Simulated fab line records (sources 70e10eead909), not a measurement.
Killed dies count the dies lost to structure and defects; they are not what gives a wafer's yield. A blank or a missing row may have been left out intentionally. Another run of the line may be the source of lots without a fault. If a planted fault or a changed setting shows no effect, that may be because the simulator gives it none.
fab line records | flow nand_harc
record: lots: 7 wafers: 19 last_day: 24
route steps=1159 shown A_STAIRCASE@614 END@1159
lots that met no fault: from a run of the same line without faults
start_h: the number of hours between the record's first day and the start of the first shown wafer of the lot | wait_h: hours from the lot's prior step to this one | " the same as in the row above | L1.1+2: a row that stands for several wafers | - value missing, or start not given | * or withheld: withheld | < > ~ a bound
route shown NAME@n: names a module that has steps shown in the file, with the first one's number in the route | usual: average and standard deviation across the fault-free wafers | same: alike in all rows | chamber/n: place in a boat | sites: the reading at each site | _std_site: the standard deviation of these | _edge_site: mean of outer sites minus mean of inner sites | radius_mm: how far each site lies from the wafer's centre | mask NAME#n: copy n | behind: the last tool/chamber to shape the wafer | hold: the reason the lot was held/the length of the hold in hours/how it ended | device: whichever transistor did not switch (one of n, p or np) | end of line: tests run on the same wafers once the route is complete | step lacking rows: just its recipe | killed: not the wafer's yield, but the dies lost to structure and defects at the first sort | map: a wafer's dies, marking killed ones x, the rest . and places with no die _
set.NAME: the setting as run; set.NAME@STEP: as run at that earlier step | model.NAME: the simulator's own value behind a step, which no gauge read
lots at some steps of the route; a table a step, a row a wafer
services: the hour from which a tool's chamber was out of use, counted from the record's first day as start_h (under 0 if before that day), plus the number of hours and why
== steps ==
step: NHARC_A_STAIRCASE_TRIM_220
recipe: time_s: 211.2 o2_flow_sccm: 500 ar_flow_sccm: 0 bias_w: 0 chemistry: O2
usual: drypump_motor_current_A: 5.8/0.49 oes_product_au: 0.997/0.012 rf_vpp_V: 57.8/0.91 showerhead_plenum_p_Torr: 3.52/0.13 throttle_valve_pct: 17.037/0.009
same: time_s: 211.2
columns lot.wafer tool chamber start_h wait_h drypump_motor_current_A oes_product_au rf_hours_counter_h rf_vpp_V showerhead_plenum_p_Torr throttle_valve_pct
L373.4 rie_diel-01 3 241.70 0.1 6.6 1.006 41 57.5 3.69 17.024
L373.6 " 1 " " 5.0 1.013 - 56.9 3.46 17.018
L373.5 " 2 " " 5.2 0.993 - 56.3 3.63 17.041
L375.3 rie_diel-06 1 262.59 0.2 5.1 0.988 4 56.3 3.50 17.029
L375.4 " 2 " " 5.9 0.994 - 58.0 3.50 17.027
L375.5 " 1 " " 5.1 1.003 - 57.4 3.50 17.051
L390.5 rie_diel-02 1 351.23 0.1 6.1 0.980 - 58.2 3.69 17.030
L390.6 " 2 " " 5.7 0.984 - 58.4 3.45 17.038
L387.4 rie_diel-01 3 352.39 0.1 6.6 1.013 13 58.2 3.66 17.025
L387.1 " 0 " " 5.9 1.007 13 58.7 3.63 17.038
L391.2 rie_diel-02 3 356.10 0.1 6.0 1.003 9 57.0 3.32 17.037
L391.6 " 3 " " 6.0 0.993 - 58.0 3.32 17.038
L391.5 " 0 " " 6.0 0.997 - 55.8 3.32 17.047
L392.2 rie_diel-01 3 357.23 0.1 6.6 0.992 16 59.2 3.66 17.044
L392.4 " 0 " " 5.9 0.999 16 57.8 3.63 17.037
L392.5 " 3 " " 6.6 0.987 - 58.7 3.66 17.028
L394.4 rie_diel-01 3 371.46 0.1 6.6 0.991 21 58.4 3.66 17.010
L394.6 " 2 " " 5.1 1.011 - 58.2 3.60 17.033
L394.5 " 3 " " 6.6 0.993 - 59.7 3.66 17.038
step: NHARC_A_STAIRCASE_ETCH_221
recipe: target_depth_a: 1000 time_s: 40.5 ion_energy_ev: 400 c4f8_flow_sccm: 20 o2_flow_sccm: 10 ar_flow_sccm: withheld rf_w: 600 bias_w: 1000 chemistry: C4F8/O2
step: NHARC_A_STAIRCASE_TRIM_222
recipe: time_s: 211.2 o2_flow_sccm: 500 ar_flow_sccm: 0 bias_w: 0 chemistry: O2
usual: drypump_motor_current_A: 5.8/0.49 oes_product_au: 0.999/0.012 rf_vpp_V: 57.9/0.91 showerhead_plenum_p_Torr: 3.52/0.13 throttle_valve_pct: 17.036/0.0087
same: time_s: 211.2
columns lot.wafer tool chamber start_h wait_h drypump_motor_current_A oes_product_au rf_hours_counter_h rf_vpp_V showerhead_plenum_p_Torr throttle_valve_pct
L373.4 rie_diel-01 0 - - 5.8 0.983 42 57.5 3.65 17.030
L373.6 " 0 " " 5.9 0.979 - 58.7 3.65 17.035
L373.5 " 1 " " 5.0 1.012 - 56.3 3.46 17.049
L375.3 rie_diel-06 0 - - 5.7 0.993 5 56.0 3.52 17.059
L375.4 " 1 " " 5.1 0.998 - 57.5 3.50 17.049
L375.5 " 2 " " 5.9 0.986 - 58.5 3.50 17.032
L390.5 rie_diel-02 2 - - 5.7 0.995 - 58.0 3.45 17.018
L390.6 " 1 " " 6.1 0.984 - 57.9 3.69 17.037
L387.1 rie_diel-01 2 - - 5.2 1.009 12 57.7 3.60 17.034
L387.4 " 3 " " 6.6 0.989 13 57.3 3.66 17.040
L391.2 rie_diel-02 3 - - 6.0 0.998 9 58.6 3.32 17.046
L391.5 " 0 " " 6.0 1.009 - 55.2 3.32 17.031
L391.6 " 1 " " 6.2 0.986 - 58.8 3.69 17.031
L392.4 rie_diel-01 1 - - 5.0 1.013 14 57.6 3.44 17.031
L392.2 " 2 " " 5.2 1.015 14 57.7 3.60 17.033
L392.5 " 1 " " 5.0 1.014 - 58.6 3.44 17.033
L394.4 rie_diel-01 1 - - 5.0 1.024 21 58.0 3.44 17.038
L394.6 " 0 " " 5.9 0.997 - 58.7 3.62 17.047
L394.5 " 1 " " 5.0 1.028 - 58.4 3.44 17.038
step: NHARC_A_STAIRCASE_ETCH_223
recipe: target_depth_a: 1000 time_s: 40.5 ion_energy_ev: 400 c4f8_flow_sccm: 20 o2_flow_sccm: 10 ar_flow_sccm: withheld rf_w: 600 bias_w: 1000 chemistry: C4F8/O2
usual: oes_product_au: 0.940/0.014 rf_vpp_V: 896/4.8
same: time_s: 40.5
columns lot.wafer tool chamber start_h wait_h oes_product_au rf_hours_counter_h rf_vpp_V
L373.4 rie_diel-01 1 - - 0.945 40 891
L373.6 " 1 " " 0.953 - 893
L373.5 " 2 " " 0.934 - 900
L375.3 rie_diel-06 1 - - 0.948 5 894
L375.4 " 0 " " 0.925 - 896
L375.5 " 2 " " 0.924 - 895
L390.5 rie_diel-02 3 - - 0.945 - 888
L390.6 " 1 " " 0.938 - 902
L387.4 rie_diel-01 3 - - 0.949 13 903
L387.1 " 1 " " 0.964 12 892
L391.2 rie_diel-02 1 - - 0.922 10 901
L391.6 " 1 " " 0.932 - 901
L391.5 " 2 " " 0.916 - 894
L392.4 rie_diel-01 0 - - 0.944 16 900
L392.2 " 3 " " 0.955 16 902
L392.5 " 1 " " 0.974 - 893
L394.4 rie_diel-01 3 - - 0.930 21 902
L394.5 " 1 " " 0.959 - 892
L394.6 " 2 " " 0.967 - 899
step: NHARC_A_STAIRCASE_TRIM_224
recipe: time_s: 211.2 o2_flow_sccm: 500 ar_flow_sccm: 0 bias_w: 0 chemistry: O2
step: NHARC_A_STAIRCASE_ETCH_225
recipe: target_depth_a: 1000 time_s: 40.5 ion_energy_ev: 400 c4f8_flow_sccm: 20 o2_flow_sccm: 10 ar_flow_sccm: withheld rf_w: 600 bias_w: 1000 chemistry: C4F8/O2
step: NHARC_A_STAIRCASE_TRIM_226
recipe: time_s: 211.2 o2_flow_sccm: 500 ar_flow_sccm: 0 bias_w: 0 chemistry: O2
usual: drypump_motor_current_A: 5.8/0.48 oes_product_au: 0.999/0.013 rf_vpp_V: 57.8/0.81 showerhead_plenum_p_Torr: 3.52/0.13 throttle_valve_pct: 17.037/0.0091
same: time_s: 211.2
columns lot.wafer tool chamber start_h wait_h drypump_motor_current_A oes_product_au rf_hours_counter_h rf_vpp_V showerhead_plenum_p_Torr throttle_valve_pct
L373.4 rie_diel-01 1 - - 5.0 1.018 41 58.2 3.46 17.037
L373.5 " 2 " " 5.2 1.007 - 57.5 3.63 17.045
L373.6 " 3 " " 6.6 0.999 - 57.4 3.68 17.053
L375.3 rie_diel-06 1 - - 5.1 0.995 5 58.3 3.50 17.055
L375.5 " 1 " " 5.1 0.999 - 57.5 3.50 17.042
L375.4 " 0 " " 5.6 0.978 - 58.7 3.52 17.028
L390.6 rie_diel-02 3 - - 6.0 0.992 - 57.7 3.32 17.038
L390.5 " 2 " " 5.7 0.987 - 58.6 3.45 17.029
L387.1 rie_diel-01 1 - - 5.0 1.019 13 58.3 3.44 17.042
L387.4 " 2 " " 5.2 1.025 13 58.3 3.60 17.026
L391.2 rie_diel-02 1 - - 6.1 1.001 10 58.2 3.69 17.047
L391.6 " 3 " " 6.0 1.011 - 57.7 3.32 17.032
L391.5 " 0 " " 5.9 0.996 - 57.6 3.32 17.055
L392.4 rie_diel-01 3 - - 6.6 0.996 16 57.5 3.66 17.018
L392.2 " 0 " " 5.9 1.001 16 56.2 3.63 17.036
L392.5 " 2 " " 5.2 1.021 - 57.7 3.60 17.020
L394.4 rie_diel-01 3 - - 6.6 0.997 22 58.4 3.66 17.032
L394.6 " 3 " " 6.6 0.993 - 58.3 3.66 17.032
L394.5 " 0 " " 5.8 1.005 - 57.1 3.62 17.040
step: NHARC_A_STAIRCASE_ETCH_227
recipe: target_depth_a: 1000 time_s: 40.5 ion_energy_ev: 400 c4f8_flow_sccm: 20 o2_flow_sccm: 10 ar_flow_sccm: withheld rf_w: 600 bias_w: 1000 chemistry: C4F8/O2
step: NHARC_A_STAIRCASE_TRIM_229
recipe: time_s: 211.2 o2_flow_sccm: 500 ar_flow_sccm: 0 bias_w: 0 chemistry: O2
step: NHARC_A_STAIRCASE_ETCH_230
recipe: target_depth_a: 1000 time_s: 40.5 ion_energy_ev: 400 c4f8_flow_sccm: 20 o2_flow_sccm: 10 ar_flow_sccm: withheld rf_w: 600 bias_w: 1000 chemistry: C4F8/O2
step: NHARC_A_STAIRCASE_TRIM_231
recipe: time_s: 211.2 o2_flow_sccm: 500 ar_flow_sccm: 0 bias_w: 0 chemistry: O2
usual: drypump_motor_current_A: 5.8/0.43 oes_product_au: 0.995/0.013 rf_vpp_V: 57.8/0.94 showerhead_plenum_p_Torr: 3.50/0.12 throttle_valve_pct: 17.036/0.009
same: time_s: 211.2
columns lot.wafer tool chamber start_h wait_h drypump_motor_current_A oes_product_au rf_hours_counter_h rf_vpp_V showerhead_plenum_p_Torr throttle_valve_pct
L373.4 rie_diel-02 1 - - 6.1 0.981 31 58.3 3.71 17.046
L373.5 " 2 " " 5.7 0.996 - 58.2 3.47 17.054
L373.6 " 3 " " 6.0 1.009 - 58.2 3.34 17.036
L375.3 rie_diel-02 2 - - 5.7 0.982 37 56.3 3.46 17.041
L375.4 " 3 " " 6.0 0.994 43 57.4 3.34 17.027
L375.5 " 1 " " 6.1 0.979 - 59.1 3.71 17.041
L390.5 rie_diel-02 1 - - 6.1 0.996 - 58.0 3.69 17.039
L390.6 " 2 " " 5.7 0.991 - 56.5 3.45 17.023
L387.1 rie_diel-02 2 - - 5.7 0.980 9 58.0 3.45 17.025
L387.4 " 0 " " 6.0 0.988 5 58.5 3.32 17.029
L391.2 rie_diel-02 1 - - 6.1 0.992 10 58.3 3.69 17.035
L391.5 " 1 " " 6.1 0.982 - 60.2 3.69 17.040
L391.6 " 2 " " 5.7 0.990 - 57.5 3.44 17.031
L392.2 rie_diel-01 1 - - 5.0 1.025 15 57.9 3.44 17.040
L392.4 " 2 " " 5.2 1.015 15 57.3 3.60 17.023
L392.5 " 2 " " 5.2 1.025 - 57.8 3.60 17.044
L394.4 rie_diel-06 3 - - 6.4 0.999 40 56.6 3.46 17.033
L394.5 " 3 " " 6.4 0.996 - 57.6 3.46 17.045
L394.6 " 0 " " 5.6 0.992 - 58.8 3.50 17.013
step: NHARC_A_STAIRCASE_ETCH_232
recipe: target_depth_a: 1000 time_s: 40.5 ion_energy_ev: 400 c4f8_flow_sccm: 20 o2_flow_sccm: 10 ar_flow_sccm: withheld rf_w: 600 bias_w: 1000 chemistry: C4F8/O2
usual: oes_product_au: 0.937/0.014 rf_vpp_V: 894/4.7
same: time_s: 40.5
columns lot.wafer tool chamber start_h wait_h oes_product_au rf_hours_counter_h rf_vpp_V
L373.4 rie_diel-02 2 243.30 - 0.928 30 895
L373.5 " 2 " " 0.926 - 894
L373.6 " 3 " " 0.923 - 889
L375.4 rie_diel-02 3 264.37 - 0.933 43 890
L375.3 " 1 " " 0.903 37 902
L375.5 " 0 " " 0.913 - 889
L390.5 rie_diel-02 2 352.84 - 0.929 - 892
L390.6 " 3 " " 1.314 - 889
L387.1 rie_diel-02 0 354.21 - 1.319 5 887
L387.4 " 2 " " 0.933 9 892
L391.2 rie_diel-02 1 357.59 - 0.926 10 902
L391.6 " 3 " " 1.294 - 888
L391.5 " 0 " " 0.925 - 889
L392.2 rie_diel-01 3 358.68 - 0.952 16 901
L392.4 " 1 " " 0.947 15 893
L392.5 " 0 " " 0.955 - 898
L394.4 rie_diel-06 1 373.96 - 0.918 48 895
L394.5 " 3 " " 0.935 - 894
L394.6 " 0 " " 0.919 - 895
step: NHARC_A_STAIRCASE_TRIM_233
recipe: time_s: 211.2 o2_flow_sccm: 500 ar_flow_sccm: 0 bias_w: 0 chemistry: O2
step: NHARC_END_SORT_01
recipe: temp_c: 25
usual: killed_at_array: 29/10 killed_at_other: 0.7/1.1 killed_at_periphery: 3.3/2.4 killed_dies: 33/11 killed_open: 3.3/2 killed_short: 1.9/1.3
same: gross_dies: 677
columns lot.wafer tool chamber start_h wait_h killed_at_array killed_at_other killed_at_periphery killed_dies killed_open killed_short
L387.1 prober-01 0 557.75 2.5 669 1 7 677 3 0
L390.6 prober-01 0 570.60 4.0 676 0 1 677 3 1
L391.6 prober-01 0 578.36 4.0 675 2 0 677 5 2
killed by level:class
L387.1 A_STAIRCASE:area_etch=651 A_CHANNEL_HOLE_D1:chamber_film_flake=9 A_CONTACT:chamber_film_flake=5 P_GATE:chamber_film_flake=3 P_GATE:geometric_particle:open=1 A_SOURCE_PLATE:geometric_particle:open=1 A_CONTACT:geometric_particle:open=1 P_STI:chamber_film_flake=1
L390.6 A_STAIRCASE:area_etch=649 A_CHANNEL_HOLE_D1:chamber_film_flake=19 A_CONTACT:geometric_particle:open=2 A_SLIT:chamber_film_flake=2 A_M0:geometric_particle:short=1 A_M0:geometric_particle:open=1 P_ZERO_WELL:chamber_film_flake=1 A_STAIRCASE:chamber_film_flake=1
L391.6 A_STAIRCASE:area_etch=655 A_CHANNEL_HOLE_D1:chamber_film_flake=7 A_SLIT:chamber_film_flake=3 A_CONTACT:chamber_film_flake=3 A_CONTACT:geometric_particle:open=2 A_M0:geometric_particle:open=2 THIN_TSV:chamber_film_flake=2 A_WL_FILL:geometric_particle:short=1
map L387.1 (x killed, . not)
____________x____________
_________xxxxxxx_________
_______xxxxxxxxxxx_______
______xxxxxxxxxxxxx______
_____xxxxxxxxxxxxxxx_____
____xxxxxxxxxxxxxxxxx____
____xxxxxxxxxxxxxxxxx____
___xxxxxxxxxxxxxxxxxxx___
___xxxxxxxxxxxxxxxxxxx___
__xxxxxxxxxxxxxxxxxxxxx__
__xxxxxxxxxxxxxxxxxxxxx__
_xxxxxxxxxxxxxxxxxxxxxxx_
_xxxxxxxxxxxxxxxxxxxxxxx_
_xxxxxxxxxxxxxxxxxxxxxxx_
_xxxxxxxxxxxxxxxxxxxxxxx_
_xxxxxxxxxxxxxxxxxxxxxxx_
xxxxxxxxxxxxxxxxxxxxxxxxx
xxxxxxxxxxxxxxxxxxxxxxxxx
xxxxxxxxxxxxxxxxxxxxxxxxx
xxxxxxxxxxxxxxxxxxxxxxxxx
xxxxxxxxxxxxxxxxxxxxxxxxx
_xxxxxxxxxxxxxxxxxxxxxxx_
_xxxxxxxxxxxxxxxxxxxxxxx_
_xxxxxxxxxxxxxxxxxxxxxxx_
_xxxxxxxxxxxxxxxxxxxxxxx_
_xxxxxxxxxxxxxxxxxxxxxxx_
__xxxxxxxxxxxxxxxxxxxxx__
__xxxxxxxxxxxxxxxxxxxxx__
___xxxxxxxxxxxxxxxxxxx___
___xxxxxxxxxxxxxxxxxxx___
____xxxxxxxxxxxxxxxxx____
____xxxxxxxxxxxxxxxxx____
_____xxxxxxxxxxxxxxx_____
______xxxxxxxxxxxxx______
_______xxxxxxxxxxx_______
_________xxxxxxx_________
____________x____________
map L390.6 (x killed, . not)
____________x____________
_________xxxxxxx_________
_______xxxxxxxxxxx_______
______xxxxxxxxxxxxx______
_____xxxxxxxxxxxxxxx_____
____xxxxxxxxxxxxxxxxx____
____xxxxxxxxxxxxxxxxx____
___xxxxxxxxxxxxxxxxxxx___
___xxxxxxxxxxxxxxxxxxx___
__xxxxxxxxxxxxxxxxxxxxx__
__xxxxxxxxxxxxxxxxxxxxx__
_xxxxxxxxxxxxxxxxxxxxxxx_
_xxxxxxxxxxxxxxxxxxxxxxx_
_xxxxxxxxxxxxxxxxxxxxxxx_
_xxxxxxxxxxxxxxxxxxxxxxx_
_xxxxxxxxxxxxxxxxxxxxxxx_
xxxxxxxxxxxxxxxxxxxxxxxxx
xxxxxxxxxxxxxxxxxxxxxxxxx
xxxxxxxxxxxxxxxxxxxxxxxxx
xxxxxxxxxxxxxxxxxxxxxxxxx
xxxxxxxxxxxxxxxxxxxxxxxxx
_xxxxxxxxxxxxxxxxxxxxxxx_
_xxxxxxxxxxxxxxxxxxxxxxx_
_xxxxxxxxxxxxxxxxxxxxxxx_
_xxxxxxxxxxxxxxxxxxxxxxx_
_xxxxxxxxxxxxxxxxxxxxxxx_
__xxxxxxxxxxxxxxxxxxxxx__
__xxxxxxxxxxxxxxxxxxxxx__
___xxxxxxxxxxxxxxxxxxx___
___xxxxxxxxxxxxxxxxxxx___
____xxxxxxxxxxxxxxxxx____
____xxxxxxxxxxxxxxxxx____
_____xxxxxxxxxxxxxxx_____
______xxxxxxxxxxxxx______
_______xxxxxxxxxxx_______
_________xxxxxxx_________
____________x____________
== services ==
columns tool chamber start_h hours kind
rie_diel-01 0 220.58 - clean
rie_diel-01 1 220.58 - clean
rie_diel-01 2 220.58 - clean
rie_diel-01 3 220.58 - clean
rie_diel-02 - 222.35 0.2 repair
rie_diel-06 - 241.28 9.0 pm
rie_diel-01 0 245.32 - clean
rie_diel-01 1 245.32 - clean
rie_diel-01 2 245.32 - clean
rie_diel-01 3 245.32 - clean
rie_diel-06 3 261.21 33.1 repair
rie_diel-06 - 267.38 0.8 repair
rie_diel-01 0 269.83 - clean
rie_diel-01 1 269.83 - clean
rie_diel-01 2 269.83 - clean
rie_diel-01 3 269.83 - clean
rie_diel-06 2 280.77 1.3 repair
rie_diel-01 0 294.33 - clean
rie_diel-01 1 294.33 - clean
rie_diel-01 2 294.33 - clean
rie_diel-01 3 294.33 - clean
rie_diel-01 - 314.80 9.0 pm
rie_diel-02 - 327.70 9.0 pm
rie_diel-02 0 369.04 2.8 repair
== key ==
first_sign: step: NHARC_A_STAIRCASE_ETCH_232 reading: oes_product_au direction: up sigmas: 26 usual: 0.937 struck: 1.309
effect: step: NHARC_END_SORT_01 reading: killed_at_array direction: up sigmas: 63 usual: 29 struck: 673
more_kills_born_at: NHARC_A_STAIRCASE_ETCH_232@rie_diel-02: 1955
met_at NHARC_A_STAIRCASE_ETCH_232
struck_wafers L387.1,L390.6,L391.6
later_rows_left_out L387.1,L390.6,L391.6
tester_left_out L387,L390,L391
onset_between 264.37 352.84
fault: kind: process_parameter_drift tool: rie_diel-02 chamber: - onset_h: 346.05 steps: NHARC_A_STAIRCASE_ETCH_232 channel: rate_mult offset: 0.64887 shape: step end_h: 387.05 scope: struck_wafers_only
tester_left_out: of these lots the tester's yield and bins aren't shown, on N5 and GAA mostly nor the transistor test; their killed dies are dies lost to structure and defects alone, not to doping, threshold or leakage, so they don't give the yield
later_rows_left_out: the simulator's readings of these wafers behind a module that went badly wrong aren't trusted and aren't shown, but for the sort
